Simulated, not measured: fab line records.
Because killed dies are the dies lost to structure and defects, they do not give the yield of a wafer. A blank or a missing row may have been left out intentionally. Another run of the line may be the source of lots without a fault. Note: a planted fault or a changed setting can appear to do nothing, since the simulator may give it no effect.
fab line records    flow nand-harc
record: lots: 14  wafers: 40  last-day: 33
route steps=1302 shown A_STAIRCASE@877 A_SGD_CUT@905
lots that met no fault: from a run of the same line without faults
start-h: start of the lot's first displayed wafer, in hours after the record's first day    wait-h: time in hours since the lot's previous step    " identical to the entry in the row above    L1.1+2: one row covering several wafers at once    - value missing, or start not given    * or withheld: withheld    < > ~ a bound
route shown NAME@n: a module of which the file shows steps, and the number in the route of the first    usual: mean/standard deviation taken from wafers without a fault    same: alike in all rows    chamber/n: place in a boat    sites: readings site by site    _std_site: how widely they spread, as a standard deviation    _edge_site: inner sites' mean taken away from outer sites' mean    radius-mm: for every site, how far away it sits from the centre of the wafer    mask NAME#n: copy n    behind: tool/chamber where the wafer was last shaped    hold: cause of the lot's hold/its duration in hours/its outcome    device: names the non-switching transistor (n, p or np)    end of line: the route-end tests of the same wafers    for a step that has no rows: nothing shown but its recipe    killed: the dies lost at the first sort to structure and to defects; this is not the yield of the wafer    map: a wafer's dies, x killed, . not, _ none there
set.NAME: the setting as run; set.NAME@STEP: as run at that earlier step    model.NAME: the simulator's own value behind a step, which no gauge read
one table for each step of the route and one row for each wafer, over a sample of lots
services: the hour from which a tool's chamber was out of use, counted from the record's first day as start-h (under 0 if before that day), plus the number of hours and why
== steps ==
step: NHARC_A_STAIRCASE_CMP_152
usual: motor-current-A: 12.1/1.5
lot.wafer  tool    chamber  start-h  wait-h  motor-current-A
L260.4     cmp-01  1        440.30   0.1     10.5
L260.2     "       0        "        "       10.8
L260.5     "       2        "        "       12.1
L268.2     cmp-01  2        528.76   0.1     11.9
L268.6     "       0        "        "       9.5
L268.5     "       1        "        "       10.8
L267.4     cmp-01  2        528.90   0.1     11.9
L267.5     "       1        "        "       10.5
L269.5     cmp-02  1        552.47   0.1     12.1
L269.6     "       2        "        "       10.1
L271.2     cmp-01  1        555.32   0.1     10.3
L271.6     "       1        "        "       10.3
L271.5     "       2        "        "       11.3
L273.4     cmp-04  1        583.05   0.1     12.8
L273.2     "       3        "        "       11.7
L273.5     "       2        "        "       15.1
L274.3     cmp-01  2        583.08   0.1     11.4
L274.6     "       0        "        "       10.2
L274.5     "       1        "        "       11.2
L275.1     cmp-02  0        607.60   0.1     12.7
L275.3     "       1        "        "       11.6
L275.2     "       3        "        "       12.6
L276.3     cmp-01  1        607.88   0.1     11.5
L276.4     "       2        "        "       11.5
L276.2     "       0        "        "       9.7
L278.2     cmp-01  2        621.61   0.1     11.6
L278.3     "       3        "        "       10.2
L278.4     "       0        "        "       10.0
L280.1     cmp-04  1        639.57   0.1     12.8
L280.4     "       2        "        "       14.3
L280.2     "       0        "        "       13.5
L279.4     cmp-01  0        639.74   0.1     9.8
L279.2     "       1        "        "       10.6
L279.5     "       3        "        "       10.5
L281.3     cmp-04  2        654.46   0.1     14.4
L281.1     "       0        "        "       13.3
L281.6     "       1        "        "       13.4
L282.1     cmp-02  3        671.04   0.1     12.4
L282.2     "       1        "        "       11.8
L282.5     "       3        "        "       12.7
step: NHARC_A_STAIRCASE_ETCHBACK_157
recipe: target-depth-a: 900  over-etch-frac: 0.3  time-s: 167.14  ion-energy-ev: 120  ch3f-flow-sccm: 50  o2-flow-sccm: 30  ar-flow-sccm: 200  rf-w: 500  bias-w: 100  chemistry: CH3F/O2
usual: drypump-motor-current-A: 5.6/0.39  oes-product-au: 0.97/0.032  rf-vpp-V: 243.6/1.3  showerhead-plenum-p-Torr: 2.40/0.073  throttle-valve-pct: 20.665/0.0084
lot.wafer  tool         chamber  start-h  wait-h  drypump-motor-current-A  oes-product-au  rf-hours-counter-h  rf-vpp-V  showerhead-plenum-p-Torr  throttle-valve-pct
L260.2     rie-diel-01  1        441.15   0.2     4.8                      0.96            16                  244.2     2.51                      20.687
L260.4     "            2        "        "       5.9                      0.93            15                  241.2     2.32                      20.660
L260.5     "            3        "        "       5.3                      0.94            -                   243.1     2.32                      20.668
L268.2     rie-diel-01  2        529.59   0.2     5.9                      0.99            42                  243.0     2.31                      20.660
L268.5     "            0        "        "       5.7                      1.00            -                   243.9     2.40                      20.670
L268.6     "            1        "        "       4.8                      1.01            -                   245.0     2.50                      20.664
L267.4     rie-diel-06  1        529.84   0.3     5.8                      1.00            -                   246.4     2.51                      20.669
L267.5     "            2        "        "       5.0                      0.99            -                   242.7     2.46                      20.663
L269.6     rie-diel-06  0        553.31   0.2     5.7                      0.94            -                   242.9     2.40                      20.652
L269.5     "            1        "        "       5.8                      0.94            -                   244.5     2.50                      20.669
L271.2     rie-diel-01  0        556.19   0.2     5.7                      0.92            52                  243.8     2.39                      20.667
L271.5     "            1        "        "       4.8                      0.93            -                   245.5     2.50                      20.657
L271.6     "            2        "        "       5.9                      0.93            -                   240.8     2.30                      20.672
L273.4     rie-diel-09  0        583.91   0.1     5.7                      0.93            33                  242.2     2.32                      20.673
L273.2     "            1        "        "       6.2                      0.92            31                  241.9     2.33                      20.675
L273.5     "            0        "        "       5.7                      0.93            -                   242.2     2.32                      20.661
L274.3     rie-diel-06  1        583.97   0.2     5.8                      0.94            28                  245.4     2.50                      20.655
L274.6     "            0        "        "       5.7                      0.93            -                   243.7     2.39                      20.667
L274.5     "            1        "        "       5.8                      0.93            -                   246.7     2.50                      20.657
L275.3     rie-diel-01  1        608.42   0.2     4.8                      0.99            18                  246.1     2.49                      20.661
L275.1     "            2        "        "       5.9                      1.00            16                  241.9     2.30                      20.663
L275.2     "            3        "        "       5.3                      1.01            15                  242.3     2.31                      20.652
L276.4     rie-diel-01  1        608.72   0.1     4.8                      1.01            18                  242.6     2.49                      20.669
L276.3     "            2        "        "       5.9                      1.00            16                  242.1     2.30                      20.657
L276.2     "            0        "        "       5.7                      1.00            17                  243.0     2.39                      20.655
L278.2     rie-diel-06  3        622.44   0.1     5.9                      0.98            34                  242.9     2.33                      20.667
L278.4     "            1        "        "       5.8                      0.97            42                  244.8     2.49                      20.667
L278.3     "            2        "        "       5.0                      0.97            37                  245.0     2.45                      20.651
L280.4     rie-diel-09  2        640.38   0.2     5.8                      0.99            42                  243.4     2.44                      20.659
L280.2     "            0        "        "       5.7                      1.00            49                  242.4     2.31                      20.656
L280.1     "            1        "        "       6.2                      1.00            48                  242.4     2.32                      20.681
L279.4     rie-diel-06  1        640.53   0.1     5.8                      0.93            49                  243.7     2.49                      20.662
L279.2     "            3        "        "       5.9                      0.92            40                  241.5     2.33                      20.660
L279.5     "            1        "        "       5.8                      0.93            -                   244.4     2.49                      20.677
L281.1     rie-diel-06  3        655.34   0.2     5.9                      0.98            45                  242.3     2.33                      20.663
L281.3     "            1        "        "       5.8                      0.97            52                  244.3     2.49                      20.676
L281.6     "            0        "        "       5.7                      0.98            -                   243.2     2.39                      20.663
L282.2     rie-diel-06  3        671.89   0.2     5.9                      0.99            0                   242.2     2.33                      20.666
L282.1     "            1        "        "       5.8                      1.00            0                   245.7     2.49                      20.657
L282.5     "            3        "        "       5.9                      0.99            -                   241.5     2.33                      20.671
step: NHARC_A_STAIRCASE_INSPECT_155
usual: raw-defect-count: 402/110
lot.wafer  tool               chamber  start-h  wait-h  raw-defect-count
L260.2     defect-inspect-01  -        442.01   0.1     313
L260.4     "                  -        "        "       374
L260.5     "                  -        "        "       384
L268.2     defect-inspect-02  -        530.71   0.1     552
L268.5     "                  -        "        "       400
L268.6     "                  -        "        "       402
L267.4     defect-inspect-01  -        530.73   0.1     548
L267.5     "                  -        "        "       554
L269.5     defect-inspect-01  -        554.13   0.1     257
L269.6     "                  -        "        "       289
L271.2     defect-inspect-02  -        557.23   0.1     466
L271.5     "                  -        "        "       650
L271.6     "                  -        "        "       618
L273.2     defect-inspect-02  -        584.81   0.1     422
L273.4     "                  -        "        "       302
L273.5     "                  -        "        "       678
L274.3     defect-inspect-01  -        584.84   0.1     406
L274.5     "                  -        "        "       306
L274.6     "                  -        "        "       450
L275.1     defect-inspect-02  -        609.32   0.1     313
L275.2     "                  -        "        "       301
L275.3     "                  -        "        "       391
L276.2     defect-inspect-01  -        609.62   0.1     532
L276.3     "                  -        "        "       582
L276.4     "                  -        "        "       474
L278.2     defect-inspect-02  -        623.33   0.1     321
L278.3     "                  -        "        "       308
L278.4     "                  -        "        "       257
L280.1     defect-inspect-02  -        641.28   0.1     420
L280.2     "                  -        "        "       608
L280.4     "                  -        "        "       478
L279.2     defect-inspect-02  -        641.43   0.1     309
L279.4     "                  -        "        "       224
L279.5     "                  -        "        "       213
L281.1     defect-inspect-01  -        656.25   0.1     283
L281.3     "                  -        "        "       414
L281.6     "                  -        "        "       330
L282.1     defect-inspect-02  -        672.85   0.1     341
L282.2     "                  -        "        "       312
L282.5     "                  -        "        "       280
step: NHARC_A_SGD_CUT_ETCH_58
recipe: target-depth-a: 390  over-etch-frac: 0.3  time-s: 65  ion-energy-ev: 80  cf4-flow-sccm: 150  ar-flow-sccm: 0  rf-w: 300  bias-w: 100  chemistry: CF4
usual: drypump-motor-current-A: 5.65/0.25  oes-product-au: 0.996/0.0074  rf-vpp-V: 151.3/1.1  showerhead-plenum-p-Torr: 1.78/0.059  throttle-valve-pct: 13.284/0.0099
lot.wafer  tool         chamber  start-h  wait-h  drypump-motor-current-A  oes-product-au  rf-hours-counter-h  rf-vpp-V  showerhead-plenum-p-Torr  throttle-valve-pct
L260.2     rie-diel-03  1        443.09   0.1     5.51                     0.995           13                  150.0     1.70                      13.267
L260.4     "            2        "        "       5.98                     1.008           13                  151.8     1.84                      13.272
L260.5     "            0        "        "       5.65                     0.996           -                   152.9     1.87                      13.272
L268.2     rie-diel-03  0        531.64   0.1     5.63                     0.990           6                   151.0     1.87                      13.282
L268.5     "            0        "        "       5.67                     0.993           -                   152.4     1.87                      13.286
L268.6     "            1        "        "       5.51                     1.008           -                   150.2     1.70                      13.294
L267.4     rie-diel-05  1        531.82   0.1     5.40                     1.000           8                   151.0     1.77                      13.282
L267.5     "            2        "        "       5.60                     0.809           -                   151.7     1.84                      13.297
L269.5     rie-diel-05  3        555.10   0.1     5.40                     0.799           -                   151.2     1.79                      13.293
L269.6     "            0        "        "       5.65                     0.812           -                   151.1     1.83                      13.303
L271.2     rie-diel-10  2        558.30   0.1     6.34                     0.993           5                   150.7     1.67                      13.290
L271.5     "            3        "        "       5.57                     0.996           -                   150.7     1.80                      13.284
L271.6     "            0        "        "       5.59                     0.995           -                   150.5     1.73                      13.282
L273.4     rie-diel-10  3        585.87   0.1     5.57                     0.999           6                   150.1     1.80                      13.270
L273.2     "            1        "        "       5.84                     1.003           8                   149.9     1.72                      13.278
L273.5     "            3        "        "       5.58                     0.997           -                   151.1     1.80                      13.270
L274.3     rie-diel-03  0        586.04   0.1     5.67                     0.998           11                  152.3     1.86                      13.279
L274.5     "            1        "        "       5.50                     1.005           -                   150.1     1.70                      13.301
L274.6     "            2        "        "       5.99                     1.002           -                   151.9     1.83                      13.285
L275.3     rie-diel-10  1        610.25   0.1     5.84                     1.004           0                   150.1     1.72                      13.284
L275.2     "            2        "        "       6.27                     0.996           0                   150.6     1.66                      13.283
L275.1     "            3        "        "       5.58                     0.993           0                   152.2     1.80                      13.289
L276.2     rie-diel-03  3        610.68   0.1     5.60                     0.997           12                  149.7     1.73                      13.283
L276.3     "            1        "        "       5.49                     0.999           10                  150.4     1.70                      13.291
L276.4     "            2        "        "       5.99                     0.992           13                  150.8     1.83                      13.268
L278.2     rie-diel-05  3        624.39   0.1     5.39                     0.986           1                   152.1     1.79                      13.297
L278.4     "            0        "        "       5.66                     0.983           1                   152.4     1.83                      13.283
L278.3     "            1        "        "       5.45                     0.994           1                   151.6     1.77                      13.290
L280.1     rie-diel-10  2        642.33   0.1     6.25                     0.999           2                   149.2     1.66                      13.290
L280.4     "            0        "        "       5.59                     0.993           2                   151.5     1.73                      13.279
L280.2     "            1        "        "       5.85                     1.003           2                   151.6     1.72                      13.285
L279.2     rie-diel-05  3        642.68   0.1     5.39                     0.992           2                   152.9     1.79                      13.294
L279.4     "            0        "        "       5.69                     0.985           3                   153.1     1.83                      13.284
L279.5     "            2        "        "       5.61                     0.994           -                   154.0     1.84                      13.286
L281.3     rie-diel-05  3        657.31   0.1     5.38                     1.002           3                   150.6     1.79                      13.272
L281.1     "            1        "        "       5.42                     0.995           4                   152.2     1.76                      13.290
L281.6     "            0        "        "       5.63                     1.002           -                   152.9     1.83                      13.264
L282.2     rie-diel-03  1        674.01   0.1     5.47                     0.997           2                   148.6     1.69                      13.269
L282.1     "            2        "        "       5.97                     0.998           2                   153.6     1.83                      13.270
L282.5     "            1        "        "       5.52                     1.008           -                   151.3     1.69                      13.278
== services ==
tool         chamber  start-h  hours  kind
rie-diel-06  0        421.50   4.5    repair
rie-diel-03  -        458.30   9.0    pm
cmp-01       -        458.40   0.7    repair
cmp-01       -        461.09   1.3    repair
cmp-01       -        479.78   4.0    pm
rie-diel-06  -        484.20   9.0    pm
rie-diel-03  1        486.32   10.3   repair
rie-diel-03  1        501.58   4.9    repair
rie-diel-06  -        505.03   0.9    repair
rie-diel-03  2        513.03   1.7    repair
rie-diel-01  0        534.48   5.9    repair
rie-diel-05  2        540.92   19.4   repair
rie-diel-01  3        553.19   17.0   repair
rie-diel-06  2        553.95   8.9    repair
rie-diel-01  -        558.35   9.0    pm
rie-diel-05  0        571.34   4.4    repair
rie-diel-01  3        573.93   2.5    repair
rie-diel-05  2        576.37   7.3    repair
cmp-01       -        577.78   4.0    pm
rie-diel-03  3        578.82   7.4    repair
rie-diel-06  2        584.26   14.5   repair
rie-diel-01  -        607.45   0.6    repair
rie-diel-03  -        635.32   9.0    pm
rie-diel-06  -        661.20   9.0    pm
== key ==
first-sign: step: NHARC_A_SGD_CUT_ETCH_58  reading: oes-product-au  direction: down  sigmas: 26  usual: 0.996  struck: 0.807
effect none on later readings
met-at NHARC_A_SGD_CUT_ETCH_58
struck-lots L267,L269
struck-wafers L267.5,L269.5,L269.6
later-rows-left-out L267.5,L269.5,L269.6
sort-left-out L267.5,L269.5,L269.6
tester-left-out L267,L269
not-acting-at NHARC_A_STAIRCASE_CMP_152,NHARC_A_STAIRCASE_ETCHBACK_157,NHARC_A_STAIRCASE_INSPECT_155
fault: kind: process-parameter-drift  tool: rie-diel-05  chamber: -  onset-h: 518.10  steps: NHARC_A_SGD_CUT_ETCH_58  channel: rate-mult  offset: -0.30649  shape: step  end-h: 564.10  scope: struck-wafers-only
tester-left-out: of these lots the tester's yield and bins aren't shown, on N5 and GAA mostly nor the transistor test; their killed dies are dies lost to structure and defects alone, not to doping, threshold or leakage, so they don't give the yield
sort-left-out: the simulated sort isn't trusted on such a fault, so these wafers' sort isn't shown, and their yield isn't known
later-rows-left-out: the simulator's readings of these wafers behind a module that went badly wrong aren't trusted and aren't shown, but for the sort
